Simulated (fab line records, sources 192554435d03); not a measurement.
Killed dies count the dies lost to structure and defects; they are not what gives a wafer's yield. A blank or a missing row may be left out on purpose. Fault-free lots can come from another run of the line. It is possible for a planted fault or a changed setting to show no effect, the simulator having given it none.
Lot-split experiment + flow n5Finfet + on a route of 1938 steps: 7 lots, 21 wafers read

## THE SPLIT ITSELF
At N5_FIN_CUT_CUT_ETCH_26 (etches SiNx in CH3F/O2, target depth 39 nm, time 55.7 s), the setting timeS was moved away from the recipe's 55.7 s on 5 of the 21 wafers read, by -8.0% to +22.0%. For the rest of the wafers, this setting stayed at what the recipe calls for.

The reading comes from the split's own step.

## THE READING
SOC_of_FIN_CUT_COAT_18.thkNm (the simulator's own value, which no gauge read), in nm, at N5_FIN_CUT_CUT_ETCH_26 (etches SiNx in CH3F/O2, target depth 39 nm, time 55.7 s). The file gives no usual value for it. Here, 16 wafers ran the recipe; their average is 211.1 nm with a standard deviation of 0.67 nm.

| wafer  | tool, chamber at the split | timeS as run, s | against the recipe | SOC_of_FIN_CUT_COAT_18.thkNm, nm | against lot-mates on the recipe |
|--------|----------------------------|-----------------|--------------------|----------------------------------|---------------------------------|
| L078.2 | rieDiel-04, 1              | 55.7            | recipe             | 211.4                            | -                               |
| L078.3 | rieDiel-04, 3              | 55.7            | recipe             | 212.4                            | -                               |
| L078.6 | rieDiel-04, 1              | 55.7            | recipe             | 210.8                            | -                               |
| L079.1 | rieDiel-03, 0              | 55.7            | recipe             | 211.6                            | -                               |
| L079.3 | rieDiel-03, 1              | 55.7            | recipe             | 210.8                            | -                               |
| L079.4 | rieDiel-03, 2              | 55.7            | recipe             | 210.8                            | -                               |
| L084.3 | rieDiel-03, 3              | 67.96           | +22.0%             | 207.8                            | -3.2                            |
| L084.4 | rieDiel-03, 0              | 67.96           | +22.0%             | 207.4                            | -3.6                            |
| L084.5 | rieDiel-03, 2              | 55.7            | recipe             | 211                              | -                               |
| L085.3 | rieDiel-03, 3              | 55.7            | recipe             | 211.2                            | -                               |
| L085.4 | rieDiel-03, 2              | 55.7            | recipe             | 210.8                            | -                               |
| L085.5 | rieDiel-03, 3              | 55.7            | recipe             | 212                              | -                               |
| L088.1 | rieDiel-04, 1              | 55.7            | recipe             | 209.2                            | -                               |
| L088.3 | rieDiel-04, 0              | 66.04           | +18.6%             | 207                              | -3.3                            |
| L088.4 | rieDiel-04, 3              | 55.7            | recipe             | 211.4                            | -                               |
| L091.2 | rieDiel-04, 3              | 55.7            | recipe             | 211                              | -                               |
| L091.3 | rieDiel-04, 0              | 55.7            | recipe             | 211.4                            | -                               |
| L091.6 | rieDiel-04, 1              | 55.7            | recipe             | 210.8                            | -                               |
| L097.2 | rieDiel-03, 3              | 51.25           | -8.0%              | 212.8                            | +1.4                            |
| L097.3 | rieDiel-03, 2              | 51.25           | -8.0%              | 212.2                            | +0.8                            |
| L097.5 | rieDiel-03, 0              | 55.7            | recipe             | 211.4                            | -                               |

FIT RESULTS
A straight line over all 21 wafers: SOC_of_FIN_CUT_COAT_18.thkNm changes by -0.176 nm for each +1% of timeS; r = -0.91; the points scatter about the line by 0.67 nm.
The same after taking each lot's own level away (the mean of its wafers on the recipe; 21 wafers): -0.158 nm for each +1%; r = -0.93; scatter 0.54 nm.
According to that fit, moving timeS by its largest amount changes the reading by 3.5 nm.
The span of the lots' own levels, 210.30 to 211.53 nm, comes to 1.8 times the standard deviation stated above.
Thus the slope moves with the lot-to-lot level: the two fits are different.
Check: for one of the wafers moved furthest among these (+22.0%), held out of the fit, the line's prediction against its lot-mates is -3.65 nm. Against them it came out at -3.2 nm.

## THE OTHER SPLITS THESE WAFERS WENT THROUGH
Other splits were also applied to these wafers ahead of the reading. Each is held against what the fit with the lots' levels taken away leaves over:
| other split on the same wafers          | wafers away from the commonest value | r with SOC_of_FIN_CUT_COAT_18.thkNm (lot level and that fit taken away) |
|-----------------------------------------|--------------------------------------|-------------------------------------------------------------------------|
| N5_ZERO_LAYER_PECVD_02 timeS            | 6                                    | +0.05                                                                   |
| N5_ZERO_LAYER_ETCH_18 icpW              | 6                                    | +0.29                                                                   |
| N5_PMOS_HMC_CHANNEL_EPI_PEB_07 pebTimeS | 7                                    | +0.03                                                                   |
| N5_PMOS_HMC_CHANNEL_EPI_DESCUM_14 timeS | 6                                    | -0.13                                                                   |
| N5_FIN_SAQP_HM_DEP_03 timeS             | 10                                   | -0.04                                                                   |
| N5_FIN_SAQP_EXPOSE_13 doseMj            | 5                                    | +0.41                                                                   |

## THE WHOLE CHAIN: every reading that the file lists as answering this split, in the file's order
| step                   | what it does                                            | reading                                                                       | change (the file's fit)               | r (the file's) |
|------------------------|---------------------------------------------------------|-------------------------------------------------------------------------------|---------------------------------------|----------------|
| N5_FIN_CUT_CUT_ETCH_26 | etches SiNx in CH3F/O2, target depth 39 nm, time 55.7 s | etch.depthNm (the simulator's own value, which no gauge read)                 | +0.361 nm for each +1% of the setting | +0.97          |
| N5_FIN_CUT_CUT_ETCH_26 | etches SiNx in CH3F/O2, target depth 39 nm, time 55.7 s | SOC_of_FIN_CUT_COAT_18.thkNm (the simulator's own value, which no gauge read) | -0.162 nm for each +1% of the setting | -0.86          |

## FILE'S OWN FIT
SOC_of_FIN_CUT_COAT_18.thkNm changes by -0.162 nm for each +1% of timeS, r = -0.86.
